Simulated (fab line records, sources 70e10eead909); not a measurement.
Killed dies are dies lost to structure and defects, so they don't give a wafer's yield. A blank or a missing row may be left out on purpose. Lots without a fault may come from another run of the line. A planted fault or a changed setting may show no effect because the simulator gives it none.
fab line records | flow nand_harc
record lots=6 wafers=18 last_day=25
route steps=1159 shown P_ZERO_WELL@29
lots that met no fault: from a run of the same line without faults
start_h: hours from the record's first day to the start of the lot's first wafer shown | wait_h: hours since the lot's step before | " the same as in the row above | L1.1+2: a row that stands for several wafers | - no value, or no start given | * or withheld: withheld | < > ~ a bound
route shown NAME@n: a module of which the file shows steps, and the number in the route of the first | usual: mean/standard deviation of fault-free wafers | same: alike in all rows | chamber/n: place in a boat | sites: the reading at each site | _std_site: their standard deviation | _edge_site: outer sites' mean less inner sites' | radius_mm: how far each site lies from the wafer's centre | mask NAME#n: copy n | behind: the tool/chamber that last shaped the wafer | hold: why the lot was held/for how many hours/how that ended | device: the transistor (n, p or np) that didn't switch | end of line: the same wafers' tests at the end of the route | a step without rows: its recipe alone | killed: dies lost to structure and defects at the first sort, not the wafer's yield | map: a wafer's dies, x killed, . not, _ none there
set.NAME: the setting as run; set.NAME@STEP: as run at that earlier step | model.NAME: the simulator's own value behind a step, which no gauge read
lots at some steps of the route; a table a step, a row a wafer
services: from which hour (start_h, from the record's first day; less than 0 if before it) a tool's chamber was out of use, for how many hours, and why
## steps
# step NHARC_P_ZERO_WELL_CD_MEAS_24
# recipe target_cd_nm=720 landing_energy_ev=500
# usual cd_nm=719.8/2.1
# columns lot.wafer tool chamber start_h wait_h cd_nm
L872.1 cd_sem-03 0 38.74 - 719.7
L872.3 " 0 " " 718.8
L872.6 " 0 " " 722.1
L878.2 cd_sem-02 0 74.46 - 716.8
L878.3 " 0 " " 717.6
L878.6 " 0 " " 721.2
L879.3 cd_sem-01 0 80.72 - 718.6
L879.5 " 0 " " 719.8
L879.6 " 0 " " 718.7
L886.1 cd_sem-03 0 122.59 - 720.8
L886.2 " 0 " " 719.9
L886.3 " 0 " " 716.2
L890.1 cd_sem-02 0 146.46 - 717.1
L890.5 " 0 " " 720.9
L890.6 " 0 " " 720.7
L891.1 cd_sem-01 0 152.46 - 721.4
L891.4 " 0 " " 720.4
L891.5 " 0 " " 721.9
# step NHARC_P_ZERO_WELL_HARDBAKE_25
# recipe temp_c=125 time_s=80
# step NHARC_P_ZERO_WELL_DESCUM_26
# recipe time_s=3 o2_flow_sccm=200 ar_flow_sccm=0 bias_power_w=0 chemistry=O2
# usual drypump_motor_current_A=5.8/0.44 oes_product_au=0.996/0.012 rf_vpp_V=57.9/0.87 showerhead_plenum_p_Torr=1.90/0.068 throttle_valve_pct=11.310/0.0087
# columns lot.wafer tool chamber start_h wait_h drypump_motor_current_A oes_product_au rf_hours_counter_h rf_vpp_V showerhead_plenum_p_Torr throttle_valve_pct
L872.3 rie_diel-07 0 38.92 - 5.6 1.031 9 58.7 1.93 11.304
L872.1 " 1 " " 5.4 0.984 10 56.8 1.85 11.310
L872.6 " 2 " " 6.1 1.005 - 59.1 1.97 11.303
L878.2 rie_diel-11 2 74.62 - 5.0 0.976 3 59.3 1.89 11.296
L878.3 " 3 " " 6.5 1.013 4 56.6 1.86 11.299
L878.6 " 3 " " 6.5 1.019 - 57.1 1.86 11.319
L879.3 rie_diel-11 1 80.92 - 5.8 0.996 4 58.5 1.86 11.317
L879.6 " 2 " " 5.0 0.995 - 57.1 1.89 11.297
L879.5 " 3 " " 6.4 1.010 - 57.7 1.86 11.303
L886.3 rie_diel-05 0 122.76 - 5.3 0.984 10 57.8 1.97 11.314
L886.1 " 1 " " 5.7 1.001 10 58.1 1.80 11.313
L886.2 " 3 " " 6.1 1.000 11 58.8 1.82 11.303
L890.1 rie_diel-11 2 146.63 - 5.0 0.987 8 57.9 1.89 11.314
L890.6 " 1 " " 5.8 0.980 - 57.0 1.86 11.301
L890.5 " 2 " " 5.0 0.982 - 58.5 1.89 11.308
L891.4 rie_diel-11 1 152.63 - 5.7 0.986 9 58.1 1.86 11.321
L891.1 " 2 " " 5.0 0.996 9 58.3 1.89 11.329
L891.5 " 1 " " 5.8 0.982 - 57.4 1.86 11.310
# step NHARC_P_ZERO_WELL_IMPLANT_27
# recipe energy_kev=600 dose_cm2=1e+13 tilt_deg=7
# step NHARC_P_ZERO_WELL_IMPLANT_57
# recipe energy_kev=250 dose_cm2=4e+12 tilt_deg=7
# step NHARC_P_ZERO_WELL_IMPLANT_58
# recipe energy_kev=100 dose_cm2=2e+12 tilt_deg=7
# step NHARC_P_ZERO_WELL_STRIP_28
# recipe time_s=840 temp_c=130 chemistry=SPM
# step NHARC_P_ZERO_WELL_DEHYDRATE_29
# recipe temp_c=150 time_s=120
# step NHARC_P_ZERO_WELL_HMDS_30
# recipe time_s=30
# step NHARC_P_ZERO_WELL_COAT_31
# recipe spin_rpm=withheld
# step NHARC_P_ZERO_WELL_SOFTBAKE_32
# recipe temp_c=122 time_s=95
# step NHARC_P_ZERO_WELL_EBR_33
# step NHARC_P_ZERO_WELL_EXPOSE_34
# recipe na=0.6 target_cd_nm=720 dose_mj=22.31 mask_id=P_PWELL
# usual exposure_dose_mJ_cm2=22.306/0.021 focus_offset_nm=0.1/0.57
# columns lot.wafer tool chamber start_h wait_h mask exposure_dose_mJ_cm2 focus_offset_nm
L872.1 krf_scanner-03 0 40.22 - P_PWELL#0 22.299 -0.4
L872.3 " 0 " " P_PWELL#0 22.265 0.1
L872.6 " 0 " " P_PWELL#0 22.288 -0.7
L878.2 krf_scanner-03 - 75.94 - P_PWELL#0 - -
L878.3 " - " " P_PWELL#0 - -
L878.6 " - " " P_PWELL#0 - -
L879.3 krf_scanner-01 - 82.20 - P_PWELL#0 - -
L879.5 " - " " P_PWELL#0 - -
L879.6 " - " " P_PWELL#0 - -
L886.1 krf_scanner-02 0 123.97 - P_PWELL#0 22.296 -0.6
L886.2 " 0 " " P_PWELL#0 22.278 -0.7
L886.3 " 0 " " P_PWELL#0 22.310 -0.4
L890.1 krf_scanner-02 0 147.82 - P_PWELL#0 22.322 0.1
L890.5 " 0 " " P_PWELL#0 22.309 0.4
L890.6 " 0 " " P_PWELL#0 22.315 0.0
L891.1 krf_scanner-01 0 153.95 - P_PWELL#0 22.299 -0.2
L891.4 " 0 " " P_PWELL#0 22.281 -0.3
L891.5 " 0 " " P_PWELL#0 22.308 0.6
# step NHARC_P_ZERO_WELL_PEB_35
# recipe peb_temp_c=118 peb_time_s=85
## services
# columns tool chamber start_h hours kind
rie_diel-11 0 21.60 - clean
rie_diel-11 1 21.60 - clean
rie_diel-11 2 21.60 - clean
rie_diel-11 3 21.60 - clean
rie_diel-07 3 21.92 12.8 repair
rie_diel-11 0 25.24 2.7 repair
rie_diel-11 1 31.59 4.1 repair
krf_scanner-02 - 38.00 4.0 pm
rie_diel-11 0 46.10 - clean
rie_diel-11 1 46.10 - clean
rie_diel-11 2 46.10 - clean
rie_diel-11 3 46.10 - clean
rie_diel-11 2 47.52 15.4 repair
krf_scanner-03 - 51.04 1.8 repair
rie_diel-07 - 51.23 9.0 pm
rie_diel-11 0 70.60 - clean
rie_diel-11 1 70.60 - clean
rie_diel-11 2 70.60 - clean
rie_diel-11 3 70.60 - clean
krf_scanner-01 - 84.00 4.0 pm
rie_diel-11 1 102.64 6.7 repair
rie_diel-07 1 110.15 7.5 repair
rie_diel-07 0 110.69 5.3 repair
rie_diel-07 2 126.34 4.1 repair
## key
first_sign step=NHARC_P_ZERO_WELL_EXPOSE_34 reading=tool_record direction=missing
effect none on later readings
met_at NHARC_P_ZERO_WELL_EXPOSE_34
struck_wafers L878.2,L878.3,L878.6,L879.3,L879.5,L879.6
later_rows_left_out L878.2,L878.3,L878.6,L879.3,L879.5,L879.6
sort_left_out L878.2,L878.3,L878.6,L879.3,L879.5,L879.6
tester_left_out L878,L879
onset_between 40.22 75.94
fault kind=skipped_step_whole tool=krf_scanner-01,krf_scanner-03 chamber=- onset_h=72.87 steps=NHARC_P_ZERO_WELL_EXPOSE_34 scope=struck_lots_only
# tester_left_out: of these lots the tester's yield and bins aren't shown, on N5 and GAA mostly nor the transistor test; their killed dies are dies lost to structure and defects alone, not to doping, threshold or leakage, so they don't give the yield
# sort_left_out: the simulated sort isn't trusted on such a fault, so these wafers' sort isn't shown, and their yield isn't known
# later_rows_left_out: the simulator's readings of these wafers behind a module that went badly wrong aren't trusted and aren't shown, but for the sort
